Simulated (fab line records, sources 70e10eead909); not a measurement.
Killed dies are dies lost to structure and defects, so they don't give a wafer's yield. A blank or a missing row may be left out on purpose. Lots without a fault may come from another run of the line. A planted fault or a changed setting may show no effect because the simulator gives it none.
Which tool did it? | flow nand_harc | 12 lots, 36 wafers sampled, at 5 steps of a route of 1302

WHAT THE GAUGES READ, wafer by wafer
NHARC_END_SORT_01. Usual: killed_at_array 58, standard deviation 19; killed_at_other 1.1, standard deviation 1.2; killed_at_periphery 3.8, standard deviation 2.4; killed_dies 63, standard deviation 18; killed_open 3.3, standard deviation 1.8; killed_short 2.2, standard deviation 1.6.
lot  | measured     | on        | killed_at_array | killed_at_other | killed_at_periphery | killed_dies | killed_open | killed_short | flag
L649 | day 29 04:23 | prober-02 | 111 86 82       | 1 1 0           | 37 2 45             | 149 89 127  | 1 4 2       | 0 1 1        | OFF
L652 | day 30 00:16 | prober-01 | 69 68 68        | 1 1 3           | 2 43 8              | 72 112 79   | 2 5 1       | 1 4 3        | OFF

WHICH TOOL RAN EACH LOT (tool, then ch and the chambers of the sampled wafers, then the start)
lot  | NHARC_P_CONTACT_CVD_23        | NHARC_A_BONDPAD_DESCUM_11          | NHARC_THIN_TSV_ANNEAL_52         | NHARC_THIN_TSV_ETCH_59
L639 | cvd_w-02 ch 0,1, day 6 06:26  | rie_diel-10 ch 0,1,2, day 23 03:40 | rtp_anneal-01 ch 0, day 23 22:39 | rie_metal-01 ch 0,1, day 24 00:47
L640 | cvd_w-01 ch 0,1, day 6 19:10  | rie_diel-10 ch 0,1,3, day 23 18:16 | rtp_anneal-02 ch 0, day 24 13:17 | rie_metal-03 ch 0,1, day 24 15:21
L641 | cvd_w-01 ch 0,1, day 7 01:23  | rie_diel-10 ch 1,2,3, day 24 10:00 | rtp_anneal-01 ch 0, day 25 05:16 | rie_metal-03 ch 0,1, day 25 07:29
L642 | cvd_w-02 ch 0,1, day 7 15:05  | rie_diel-10 ch 0,2, day 24 07:53   | rtp_anneal-02 ch 0, day 25 04:14 | rie_metal-02 ch 0,1, day 25 06:20
L643 | cvd_w-01 ch 0,1, day 8 05:52  | rie_diel-06 ch 0,2,3, day 25 05:32 | rtp_anneal-01 ch 0, day 26 00:43 | rie_metal-02 ch 0,1, day 26 02:49
L649 | cvd_w-01 ch 0,1, day 10 17:14 | rie_diel-06 ch 1,2,3, day 27 22:26 | rtp_anneal-01 ch 0, day 28 17:14 | rie_metal-02 ch 0,1, day 28 19:25
L652 | cvd_w-01 ch 0,1, day 12 02:12 | rie_diel-10 ch 0,1,2, day 28 18:24 | rtp_anneal-01 ch 0, day 29 13:17 | rie_metal-02 ch 0,1, day 29 15:26
L653 | cvd_w-02 ch 0,1, day 12 03:08 | rie_diel-10 ch 0,2,3, day 29 00:15 | rtp_anneal-01 ch 0, day 29 21:17 | rie_metal-03 ch 0,1, day 29 23:29
L655 | cvd_w-02 ch 0,1, day 12 19:44 | rie_diel-10 ch 0,3, day 29 20:10   | rtp_anneal-01 ch 0, day 30 16:32 | rie_metal-03 ch 0,1, day 30 18:47
L656 | cvd_w-02 ch 0,1, day 13 11:46 | rie_diel-10 ch 2,3, day 31 00:26   | rtp_anneal-02 ch 0, day 31 20:11 | rie_metal-03 ch 0,1, day 31 22:28
L660 | cvd_w-01 ch 0,1, day 15 03:46 | rie_diel-06 ch 0,3, day 31 16:49   | rtp_anneal-01 ch 0, day 32 16:07 | rie_metal-01 ch 0,1, day 32 18:24
L661 | cvd_w-01 ch 0,1, day 15 19:11 | rie_diel-01 ch 0,1,3, day 33 03:01 | rtp_anneal-02 ch 0, day 33 22:04 | rie_metal-03 ch 0,1, day 34 00:19
- NHARC_P_CONTACT_CVD_23: deposits W, target thk 200 nm, time 557 s.
- NHARC_A_BONDPAD_DESCUM_11: chemistry O2, time 3 s.
- NHARC_THIN_TSV_ANNEAL_52: time 90 s.
- NHARC_THIN_TSV_ETCH_59: etches the open film in Cl2/BCl3, target depth 880 nm, time 138.1 s.

WHAT THE TOOLS THEMSELVES READ (means of the sampled wafers that have a number; where no wafer has one, the mark that the record gives instead)
NHARC_P_CONTACT_CVD_23. Usual: heater_power_w 469 W, standard deviation 27; throttle_valve_pct 8.05 %, standard deviation 0.23.
lot  | tool     | heater_power_w (W) | throttle_valve_pct (%) | flag
L639 | cvd_w-02 | 501                | 8.27                   |
L640 | cvd_w-01 | 421                | 7.97                   |
L641 | cvd_w-01 | 419                | 7.91                   |
L642 | cvd_w-02 | 486                | 8.26                   |
L643 | cvd_w-01 | 420                | 7.86                   |
L649 | cvd_w-01 | 445                | 7.73                   |
L652 | cvd_w-01 | 456                | 7.91                   |
L653 | cvd_w-02 | 484                | 8.56                   |
L655 | cvd_w-02 | 485                | 8.00                   |
L656 | cvd_w-02 | 484                | 7.76                   |
L660 | cvd_w-01 | 454                | 7.85                   |
L661 | cvd_w-01 | 466                | 8.01                   |

NHARC_A_BONDPAD_DESCUM_11. Usual: drypump_motor_current_A 6.1 A, standard deviation 0.45; oes_product_au 1.005 a.u., standard deviation 0.01; rf_vpp_V 57.7 V, standard deviation 0.92; showerhead_plenum_p_Torr 1.91 Torr, standard deviation 0.089; throttle_valve_pct 11.311 %, standard deviation 0.0092.
lot  | tool        | drypump_motor_current_A (A) | oes_product_au (a.u.) | rf_vpp_V (V) | showerhead_plenum_p_Torr (Torr) | throttle_valve_pct (%) | flag
L639 | rie_diel-10 | 6.1                         | 0.998                 | 57.8         | 1.89                            | 11.307                 |
L640 | rie_diel-10 | 6.4                         | 1.001                 | 57.6         | 1.95                            | 11.316                 |
L641 | rie_diel-10 | 6.2                         | 0.995                 | 58.1         | 1.94                            | 11.311                 |
L642 | rie_diel-10 | 5.8                         | 1.001                 | 57.3         | 1.82                            | 11.306                 |
L643 | rie_diel-06 | 5.7                         | 0.998                 | 57.5         | 1.92                            | 11.311                 |
L649 | rie_diel-06 | 5.5                         | 1.002                 | 57.9         | 1.89                            | 11.312                 |
L652 | rie_diel-10 | 6.2                         | 1.011                 | 58.0         | 1.89                            | 11.314                 |
L653 | rie_diel-10 | 6.0                         | 1.004                 | 58.0         | 1.88                            | 11.301                 |
L655 | rie_diel-10 | 6.3                         | 1.001                 | 59.2         | 1.95                            | 11.306                 |
L656 | rie_diel-10 | 5.8                         | 1.008                 | 57.3         | 1.87                            | 11.305                 |
L660 | rie_diel-06 | 5.8                         | 1.008                 | 57.4         | 1.89                            | 11.309                 |
L661 | rie_diel-01 | 5.6                         | 0.997                 | 58.0         | 1.87                            | 11.309                 |

NHARC_THIN_TSV_ANNEAL_52. Usual: wafer_temp_C_max 226.1, standard deviation 0.31.
lot  | tool          | wafer_temp_C_max | flag
L639 | rtp_anneal-01 | 226.1            |
L640 | rtp_anneal-02 | 225.8            |
L641 | rtp_anneal-01 | 226.4            |
L642 | rtp_anneal-02 | 225.8            |
L643 | rtp_anneal-01 | 226.3            |
L649 | rtp_anneal-01 | 226.4            |
L652 | rtp_anneal-01 | 226.3            |
L653 | rtp_anneal-01 | 226.2            |
L655 | rtp_anneal-01 | 226.3            |
L656 | rtp_anneal-02 | 225.8            |
L660 | rtp_anneal-01 | 226.4            |
L661 | rtp_anneal-02 | 225.8            |

NHARC_THIN_TSV_ETCH_59. Usual: drypump_motor_current_A 5.5 A, standard deviation 0.5; mfc_cl2_sccm 60.01 sccm, standard deviation 0.19; oes_product_au 0.993 a.u., standard deviation 0.011; throttle_valve_pct 22.264 %, standard deviation 0.0092.
lot  | tool         | drypump_motor_current_A (A) | mfc_cl2_sccm (sccm) | oes_product_au (a.u.) | throttle_valve_pct (%) | flag
L639 | rie_metal-01 | 5.7                         | 59.79               | 0.995                 | 22.267                 |
L640 | rie_metal-03 | 5.0                         | 59.84               | 0.999                 | 22.271                 |
L641 | rie_metal-03 | 5.0                         | 59.98               | 1.000                 | 22.259                 |
L642 | rie_metal-02 | 5.9                         | 59.93               | 0.990                 | 22.263                 |
L643 | rie_metal-02 | 5.9                         | 59.98               | 0.982                 | 22.260                 |
L649 | rie_metal-02 | 5.9                         | 60.02               | 0.992                 | 22.263                 |
L652 | rie_metal-02 | 5.4                         | 60.03               | 0.989                 | 22.265                 |
L653 | rie_metal-03 | 5.2                         | 59.91               | 1.005                 | 22.263                 |
L655 | rie_metal-03 | 5.2                         | 59.98               | 0.983                 | 22.255                 |
L656 | rie_metal-03 | 5.0                         | 59.89               | 0.984                 | 22.271                 |
L660 | rie_metal-01 | 5.8                         | 60.00               | 1.000                 | 22.270                 |
L661 | rie_metal-03 | 5.0                         | 59.75               | 0.989                 | 22.269                 |

THE ANSWER, worked out from the rows above alone
Rule: a lot is off if the mean of its wafers that have a number lies more than 3 standard deviations from the usual mean. A lot without any number at a reading at which 4 lots or more have one is off too. The other lots that the step has rows for count as sound. The gauges are gone through in route order, then the tools' own readings, and for those a lot's mean is taken as printed above. The first step at which some lot is off is used, and at that step the reading that is off furthest; a lot without a number counts as furthest.
Off: L649, L652, at NHARC_END_SORT_01 (killed_at_periphery). Neither off nor sound, because the step has no rows for them: L639, L640, L641, L642, L643, L653, L655, L656, L660, L661.
A tool fits if, at a process step before that reading, it ran every lot that is off, and no sound lot after the first of them. The gauges at NHARC_END_SORT_01 are tried like those tools. Can't be told from this: 3 tools fit, cvd_w-01 at NHARC_P_CONTACT_CVD_23, rtp_anneal-01 at NHARC_THIN_TSV_ANNEAL_52, rie_metal-02 at NHARC_THIN_TSV_ETCH_59.

WHAT THE SIMULATOR HAD PUT IN
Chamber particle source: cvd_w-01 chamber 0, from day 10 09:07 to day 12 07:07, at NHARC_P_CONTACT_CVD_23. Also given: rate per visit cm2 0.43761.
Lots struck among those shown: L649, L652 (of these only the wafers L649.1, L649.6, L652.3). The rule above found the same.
